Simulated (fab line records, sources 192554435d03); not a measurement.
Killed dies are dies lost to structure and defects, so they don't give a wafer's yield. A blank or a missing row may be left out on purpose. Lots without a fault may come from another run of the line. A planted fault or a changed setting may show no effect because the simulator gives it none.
Chamber matching | flow n5_finfet | N5_BEOL_M4_STRIP_66 on rie_diel-02: 4 sister chambers
The step strips in CF4. 4 wafers are shown with their chamber, then 11 later ones without.

WAFERS WITH THEIR CHAMBER
wafer  | chamber | showerhead_plenum_p_Torr (Torr)
L087.6 | 3       | 1.798
L088.2 | 0       | 1.722
L088.6 | 2       | 1.787
L090.1 | 1       | 1.790

WAFERS WITHOUT THEIR CHAMBER
wafer  | showerhead_plenum_p_Torr (Torr)
L090.2 | 1.797
L090.6 | 1.789
L091.1 | 1.784
L091.4 | 1.721
L091.6 | 1.721
L093.1 | 1.787
L093.3 | 1.795
L093.4 | 1.784
L097.1 | 1.717
L097.2 | 1.792
L097.4 | 1.780

WHICH CHAMBER EACH WENT THROUGH
wafer  | from the rows above          | in truth
L090.2 | can't be placed: 3 or 1      | 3
L090.6 | can't be placed: 1 or 2      | 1
L091.1 | can't be placed: 2 or 1      | 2
L091.4 | 0                            | 0
L091.6 | 0                            | 0
L093.1 | can't be placed: 2 or 1      | 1
L093.3 | can't be placed: 3 or 1 or 2 | 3
L093.4 | can't be placed: 2 or 1      | 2
L097.1 | 0                            | 0
L097.2 | can't be placed: 1 or 2 or 3 | 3
L097.4 | can't be placed: 2 or 1      | 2
Placed correctly: 3 of 11. Can't be placed from these rows: 8 (the true chamber is among the candidates in 8). Placed wrongly: 0.
How it was worked out, from the rows above alone: a wafer's distance from a chamber is the root of the sum, over the readings, of the square of ((its reading less the chamber's mean) divided by the reading's scatter). The wafer belongs to the nearest chamber; if the next one is less than 2 further off, it can't be placed. A chamber's mean is the mean of its shown wafers. The scatter: with one shown wafer a chamber, the root of the mean of the squares of how far each hidden wafer lies from its nearest shown one.
